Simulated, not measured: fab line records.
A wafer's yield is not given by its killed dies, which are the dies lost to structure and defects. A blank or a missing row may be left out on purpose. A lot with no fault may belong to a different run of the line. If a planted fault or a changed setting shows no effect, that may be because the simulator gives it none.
Struck lot and sound lot, side by side -- flow n5Finfet -- 36 steps out of a route of 1938
Sound: wafers L570.1, L570.4, L570.6. Struck: wafer L585.2 (left out: L585.4, L585.6 of the same lot, which were not struck); the cause appears at the end.
Order at every step that has rows: each side's tool, ch and its chambers, its first start. Under that, the readings that differ: sound wafers -- struck wafers -- difference of the means -- sigmas: that difference in standard deviations of wafers without a fault.
alike: a reading whose means differ by less than 2 such deviations, as well as words and numbers matching on both sides. not compared: withheld readings; readings where some wafer has no value; bounds like >300 that might hide an equal value; numbers whose values overlap and for which the record gives no deviation.
Wherever a step has rows on one side only, a row that says differs or no value, or a row with sigmas, the two part there. Numbers that have no deviation but don't overlap get no sigmas and don't part them. Lack of a reading on every wafer of one side parts them only where that side has two or more wafers.

first, 9 steps without rows for these wafers: N5_MOL_CONTACT_COAG_COAT_02 (resist thk 30 nm); N5_MOL_CONTACT_COAG_EBR_04; N5_MOL_CONTACT_COAG_SOFTBAKE_03 (time 60 s); N5_MOL_CONTACT_COAG_EXPOSE_05 (exposes mask CA, defocus 0 nm); N5_MOL_CONTACT_COAG_PEB_06 (peb time 60 s); N5_MOL_CONTACT_COAG_DEVELOP_07 (develop time 30 s); N5_MOL_CONTACT_COAG_DESCUM_13 (chemistry O2, time 7 s); N5_MOL_CONTACT_COAG_ETCH_59 (etches underlayer in N2/H2, target depth 13 nm, time 10.4 s); N5_MOL_CONTACT_COAG_ETCH_105 (etches SiARC in CF4, target depth 15.6 nm, time 26 s).
N5_MOL_CONTACT_COAG_ETCH_106: etches SOC in N2/H2, target depth 80 nm, overetch 16 nm, time 120 s.
  sound on rieDiel-05 ch 0,2,3, day 5 02:29; struck on rieDiel-05 ch 0, day 9 01:40
reading,sound,struck,difference,sigmas
model.SiARC_of_MOL_CONTACT_COAG_COAT_104.thkNm (nm),6.4 6.4 6,4.4,-1.9,
model.MOL_CONTACT_COAG.cdOffsetNm (nm),-0.2 0 0,0.8,+0.9,
  alike: drypumpMotorCurrentA, oesProductAu, rfVppV, showerheadPlenumPTorr, throttleValvePct
  not compared: rfHoursCounterH
then, 5 steps without rows for these wafers: N5_MOL_CONTACT_COAG_STRIP_107 (strips in N2/H2); N5_MOL_CONTACT_COAG_STRIP_108 (strips in N2/H2); N5_MOL_CONTACT_COAG_CONTACT_ETCH_14 (etches SiO2 in C4F6/O2, target depth 27.5 nm, overetch 8.5 nm, time 20 s); N5_MOL_CONTACT_COAG_STRIP_109 (strips in C4F6/O2); N5_MOL_CONTACT_COAG_ETCH_15 (etches SiNx in CH3F/O2, stops on Si:P, target depth 7 nm).
N5_MOL_CONTACT_COAG_ETCH_110: etches Si in CF4/O2, target depth 2.5 nm, time 8 s.
  sound on rieDiel-05 ch 0,2,3, day 5 02:41; struck on rieDiel-05 ch 0, day 9 01:52
reading,sound,struck,difference,sigmas
model.MOL_CONTACT_COAG.cdOffsetNm (nm),0 0 0.4,1,+1,
  alike: drypumpMotorCurrentA, oes_ar_750_au, oesProductAu, rfVppV, showerheadPlenumPTorr, throttleValvePct
  not compared: rfHoursCounterH
then, 19 steps without rows for these wafers: N5_MOL_CONTACT_COAG_STRIP_98 (strips in N2/H2); N5_MOL_CONTACT_COAG_IMPLANT_129; N5_MOL_CONTACT_COAG_PRECLEAN_111 (cleans in NF3:NH3, afs cycles 1, time 20 s, sublimation time 60 s); N5_MOL_CONTACT_COAG_TI_SIL_19 (material Ti, target thk 4.2 nm, time 15 s); N5_MOL_CONTACT_COAG_ALD_20 (deposits TiN, target thk 1.5 nm, pulse time 1 s, purge time 3 s); N5_MOL_CONTACT_COAG_SIL_ANNEAL_21 (time 60 s); N5_MOL_CONTACT_COAG_PRE_CLEAN_141 (time 60 s); N5_MOL_CONTACT_COAG_SPUTTER_143 (material Co, target thk 2.5 nm); N5_MOL_CONTACT_COAG_CO_FILL_22 (material Co, precursor CCTBA/H2, target thk 20 nm); N5_MOL_CONTACT_COAG_ANNEAL_113 (time 300 s); N5_MOL_CONTACT_COAG_PRE_CLEAN_142 (time 60 s); N5_MOL_CONTACT_COAG_SPUTTER_130 (material Co, target thk 47.5 nm); N5_MOL_CONTACT_COAG_PRECLEAN_125 (cleans in DIW, time 57.5 s); N5_MOL_CONTACT_COAG_SRD_126 (dry time 32 s); N5_MOL_CONTACT_COAG_CMP_23 (polishes, stops on SiO2, t overpolish 1.5 s, target thk 0 nm); N5_MOL_CONTACT_COAG_WET_ETCH_26 (target Co, target depth 13 nm); N5_MOL_CONTACT_COAG_WET_ETCH_116 (etches the open film in SC1-inhibited, target depth 4.6 nm, rinse time 30 s); N5_MOL_CONTACT_COAG_ALD_27 (deposits SiOC, target thk 17 nm, pulse time 1.5 s, time 2720 s); N5_MOL_CONTACT_COAG_CMP_28 (polishes, stops on SiNx, t overpolish 0.85 s, target thk 14.522 nm).
-- a jump in the record: the struck wafers' starts before and after are 3 days apart (it breaks off in module MOL_CONTACT_COAG and resumes in module BEOL_M4, where the first step shown is number 1111 of the route) --
N5_BEOL_M4_RC_MEAS_101:
  sound on prober-02 ch 0, day 8 14:12; struck on prober-01 ch 0, day 12 06:01
reading,sound,struck,difference,sigmas
RC_DENSE_N (ohm.um),19.3 18.9 18.8,17.8,-1.2,-3
RC_DENSE_P (ohm.um),24.0 23.7 23.6,22.4,-1.4,-3
RC_N (ohm.um),15.6 15.4 15.1,14.6,-0.8,-2
RC_P (ohm.um),19.8 19.5 19.4,18.4,-1.2,-3
  alike: DIBL_N, DIBL_P, IOFF_N, IOFF_P, ION_N, ION_P, SS_N, SS_P, VT_N, VT_P

WHERE THEY PART
N5_BEOL_M4_RC_MEAS_101 only, going by this record.

WHY: what the simulator had put in
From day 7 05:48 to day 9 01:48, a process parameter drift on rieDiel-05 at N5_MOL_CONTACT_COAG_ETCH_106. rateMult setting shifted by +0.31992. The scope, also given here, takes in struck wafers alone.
